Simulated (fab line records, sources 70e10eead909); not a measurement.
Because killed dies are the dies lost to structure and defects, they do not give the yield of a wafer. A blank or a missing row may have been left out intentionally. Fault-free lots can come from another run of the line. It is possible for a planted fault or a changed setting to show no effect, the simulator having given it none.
Problem report in the 8D (eight disciplines) form, filled by code ; flow nand_harc ; the parts of the form that need people (team, actions taken, sign-off) are left out

1. THE PROBLEM
NHARC_P_M1_CMP_23, time_to_endpoint_s: mean 10 s on 2 wafers (1 lot); fault-free wafers 28 s, standard deviation 3.7. That is -5.0 standard deviations from the usual mean.
The step: polishes, t overpolish 20 s, target thk 157.82 nm.
Seen first at day 9 11:08 on cmp-02, wafer L133.4. The record holds 33 wafers of 11 lots with a number at this step. Rule for "out", or "out of limits": more than 4 standard deviations from the usual mean. Any other wafer with a number is counted as sound.

2. WHAT THIS IS AND IS NOT
question;is;is not
which readings at this step;time_to_endpoint_s;motor_current_A, slurry_filter_dp_kPa
which lots;L133;L120, L122, L123, L125, L126, L138, L139, L141, L142, L143
which wafers of those lots;L133.4, L133.6;L133.1
read on which tools;cmp-02;cmp-03, cmp-04
when;from day 9 11:08;"up to then (16 sound wafers); but 15 sound wafers of L138, L139, L141, L142, L143 came after"

3. THE SUSPECTS, EACH WITH WHAT RULES IT OUT
Counting: if a tool at a process step up to the reading ran every lot that is out, it stays a suspect. Sound lots after the first of them don't rule it out here, since some wafers of a struck lot are sound.
- rie_diel-08 at NHARC_P_M1_ETCH_35 (etches the open film in N2/H2, target depth 40 nm, overetch 12 nm, time 43.94 s): kept. It ran the lot that is out, L133 (day 9 09:04); its last sound lot up to then is L125 (day 7 07:21).
- rie_diel-06 at NHARC_P_M1_STRIP_18 (strips in N2/H2): kept. It ran the lot that is out, L133 (day 9 09:24); its last sound lot up to then is L126 (day 7 14:17).
- pvd_sputter-03 at NHARC_P_M1_DEGAS_29 (time 60 s): kept. It ran the lot that is out, L133 (day 9 10:01); its last sound lot up to then is L123 (day 7 00:14).
- ecd_cu-01 at NHARC_P_M1_ECD_22 (material Cu, target thk 400 nm): kept. It ran the lot that is out, L133 (day 9 10:23); its last sound lot up to then is L126 (day 7 15:20).
- cmp-02 at NHARC_P_M1_CMP_23 (polishes, t overpolish 20 s, target thk 157.82 nm): kept. It ran the lot that is out, L133 (day 9 11:08); its last sound lot up to then is L125 (day 7 09:28). Its own time_to_endpoint_s readings are out on those wafers.
- Within rie_diel-08 at NHARC_P_M1_ETCH_35: the wafers that are out ran in chambers 1, 2; their sound lot-mates ran in chamber 3.
- At NHARC_P_M1_STRIP_18 on rie_diel-06, chamber 2 took the sound wafers of the same lots and chamber 0 took the wafers that are out.
- Within cmp-02 at NHARC_P_M1_CMP_23: the wafers that are out ran in chambers 1, 2; their sound lot-mates ran in chamber 3.
Left after counting: rie_diel-08 at NHARC_P_M1_ETCH_35, rie_diel-06 at NHARC_P_M1_STRIP_18, pvd_sputter-03 at NHARC_P_M1_DEGAS_29, ecd_cu-01 at NHARC_P_M1_ECD_22, cmp-02 at NHARC_P_M1_CMP_23.

4. THE CAUSE (what the simulator had put in)
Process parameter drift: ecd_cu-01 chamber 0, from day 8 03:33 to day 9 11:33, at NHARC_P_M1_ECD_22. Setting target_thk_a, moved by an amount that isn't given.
5 suspects survive the count, and this tool is in that group.

5. SEQUENCE OF EFFECTS, ordered by route
Rows list readings where the struck wafers' mean (over those with a number) sits beyond 3 standard deviations from the usual. Readings are gone through only where the record gives a usual standard deviation; hours: the median, over the lots, of the time from a lot's start at the first step in this table giving one to that lot's start at this step; sigmas: the change measured in usual standard deviations.
hours;step;reading;usual;on struck wafers;change;sigmas
0;NHARC_P_M1_CMP_23;time_to_endpoint_s;28 s;10;-18;-5.0
Process steps it contains:
- NHARC_P_M1_CMP_23: polishes, t overpolish 20 s, target thk 157.82 nm.

6. HOW IT WOULD HAVE BEEN CAUGHT EARLIER
32 hours passed between the start of the fault at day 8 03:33 and the first reading out of limits in this record, taken at day 9 11:08.
The start of NHARC_P_M1_ECD_22 on ecd_cu-01 came by day 9 11:08 for every one of the lots that are out (1). Had the tool been put on hold then, not one of them would have been saved.
